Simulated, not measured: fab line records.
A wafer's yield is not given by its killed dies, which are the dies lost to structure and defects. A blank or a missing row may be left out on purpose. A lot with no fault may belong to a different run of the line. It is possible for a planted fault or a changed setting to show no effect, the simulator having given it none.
The tool behind it: which one?    flow nand-harc    6 lots, 18 wafers sampled, at 3 steps of a route of 1159

WHAT THE GAUGES SHOWED, per wafer
NHARC_THIN_TSV_CD_MEAS_33: the cd target is 5000 nm.
lot   measured      on         cd-nm (nm)
L785  day 19 00:09  cd-sem-03  5001.0 5001.8 5002.3
L787  day 19 16:33  cd-sem-02  5001.8 5000.1 5001.4
L789  day 20 18:21  cd-sem-02  4997.1 4999.4 4998.2
L795  day 22 05:48  cd-sem-02  4997.2 4999.2 4999.8
L798  day 23 04:54  cd-sem-02  4998.0 4998.4 5000.3
L802  day 23 11:42  cd-sem-03  4999.5 4999.4 5001.6

WHICH TOOL RAN EACH LOT (tool, then ch and the chambers of the sampled wafers, then the start)
lot   NHARC_THIN_TSV_PRE_CLEAN_50              NHARC_THIN_TSV_PVD_19
L785  pvd-sputter-03, day 19 00:09 or earlier  pvd-sputter-03, day 19 00:09 or earlier
L787  pvd-sputter-03, day 19 16:33 or earlier  pvd-sputter-03, day 19 16:33 or earlier
L789  pvd-sputter-03, day 20 18:21 or earlier  pvd-sputter-03, day 20 18:21 or earlier
L795  pvd-sputter-03, day 22 05:48 or earlier  pvd-sputter-03, day 22 05:48 or earlier
L798  pvd-sputter-02, day 23 04:54 or earlier  pvd-sputter-02, day 23 04:54 or earlier
L802  pvd-sputter-02, day 23 11:42 or earlier  pvd-sputter-02, day 23 11:42 or earlier
- NHARC_THIN_TSV_PRE_CLEAN_50: time 30 s.
- NHARC_THIN_TSV_PVD_19: deposits TaN, target thk 20 nm.

THE ANSWER, worked out from the rows above alone
Rule: the usual values come from the lots themselves. The widest of any qualifying gaps counts: lots, ordered by their means at a reading, are off when they make up no more than a third of the lots, leave a main group of 4 or more, and stand apart from it by 3 or more times the standard deviation of that group's means. A main group whose means are all the same, to the digits that the tables above print for the reading, isn't used. Also off: a lot with no number at a reading for which 4 or more lots have one. All remaining lots with rows at the step are treated as sound.
No lot is off on any of the readings shown, so nothing can be concluded from this.

WHAT THE SIMULATOR PUT IN
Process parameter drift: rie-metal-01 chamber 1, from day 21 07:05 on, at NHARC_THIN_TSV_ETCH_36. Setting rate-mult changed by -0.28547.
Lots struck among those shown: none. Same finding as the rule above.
